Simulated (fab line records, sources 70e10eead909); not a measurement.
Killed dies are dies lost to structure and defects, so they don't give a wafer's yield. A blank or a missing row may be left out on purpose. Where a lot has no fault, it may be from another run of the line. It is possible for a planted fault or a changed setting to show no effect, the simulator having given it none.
Code-filled problem report in 8D (eight disciplines) form :: flow nand-harc :: the parts of the form that need people (team, actions taken, sign-off) are left out

== 1. THE ISSUE ==
At NHARC_A_ONON_D2_THK_MEAS_18, thk-nm averages 717 nm over 6 wafers from 2 lots, while fault-free wafers read 1003 nm, standard deviation 13. That is -22 standard deviations from the usual mean.
The step: measures by ellipsometry.
The first sign was on wafer L361.1 at day 16 01:39, on film-metro-01. The record has a number at this step for 39 wafers belonging to 13 lots. By rule, "out" or "out of limits" means more than 4 standard deviations away from the usual mean. Any other wafer with a number is counted as sound.

== 2. WHAT IT IS, WHAT IT ISN'T ==
question: which readings at this step
is: thk-nm
is not: -

question: which lots
is: L361, L363
is not: L354, L356, L357, L358, L370, L371, L372, L374, L375, L376, L377

question: which wafers of those lots
is: all that have a number
is not: -

question: read on which gauges
is: film-metro-01
is not: film-metro-02

question: when
is: from day 16 01:39
is not: up to then (12 sound wafers); but 21 sound wafers of L370, L371, L372, L374, L375, L376, L377 came after

== 3. SUSPECTS, AND WHAT RULES EACH OUT ==
Counting: a tool stays on the suspect list if, at a process step up to the reading, it processed all lots that are out and no sound lot following the first of them.
- the gauge at NHARC_A_ONON_D2_THK_MEAS_18: ruled out. All the wafers that are out were read on film-metro-01, but those of them that NHARC_END_SORT_01 has rows for are out there too, on other tools.
- rie-diel-03 at NHARC_A_CHANNEL_FILL_D1_STRIP_28 (strips in O2, time 20 s): ruled out as a lasting fault. The sound lots L370, L375, L376 went through it after L361, its earliest lot that is out (day 13 05:47).
- pecvd-onon-03 at NHARC_A_ONON_D2_DEP_16 (target thk 1000 nm): ruled out as a lasting fault. The sound lots L371, L372, L374, L375, L376, L377 went through it after L361, its earliest lot that is out (day 16 01:08).
Left after counting: nothing in the record.

== 4. THE CAUSE (what the simulator had put in) ==
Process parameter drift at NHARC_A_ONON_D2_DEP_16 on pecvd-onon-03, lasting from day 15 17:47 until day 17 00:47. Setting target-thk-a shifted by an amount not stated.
The count ruled it out by mistake, since the rule takes a fault to strike every lot its tool runs from the start of the fault on, and this one did not do so.

== 5. THE EFFECT CHAIN, in route order ==
Each row: a reading whose mean over the struck wafers that have a number lies more than 3 standard deviations from the usual. Only readings for which the record gives a usual standard deviation are gone through. hours: the time from each lot's start at the first step in this table that gives one to its start at this step, as a median over the lots. sigmas: the change in usual standard deviations.
hours: 0
step: NHARC_A_ONON_D2_THK_MEAS_18
reading: thk-nm
usual: 1003 nm
on struck wafers: 717
change: -286
sigmas: -22

hours: 278
step: NHARC_END_SORT_01
reading: killed-at-array
usual: 53
on struck wafers: 674
change: +620
sigmas: +33

hours: 278
step: NHARC_END_SORT_01
reading: killed-dies
usual: 58
on struck wafers: 677
change: +619
sigmas: +34
At these later measuring or inspecting steps, every struck wafer for which the step has a row has a number for every such reading, and none has moved that far: NHARC_A_ONON_D2_INSPECT_32.

== 6. HOW IT WOULD HAVE BEEN CAUGHT EARLIER ==
8 hours passed between the start of the fault at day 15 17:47 and the first reading out of limits at a measuring or inspecting step in this record, taken at day 16 01:39.
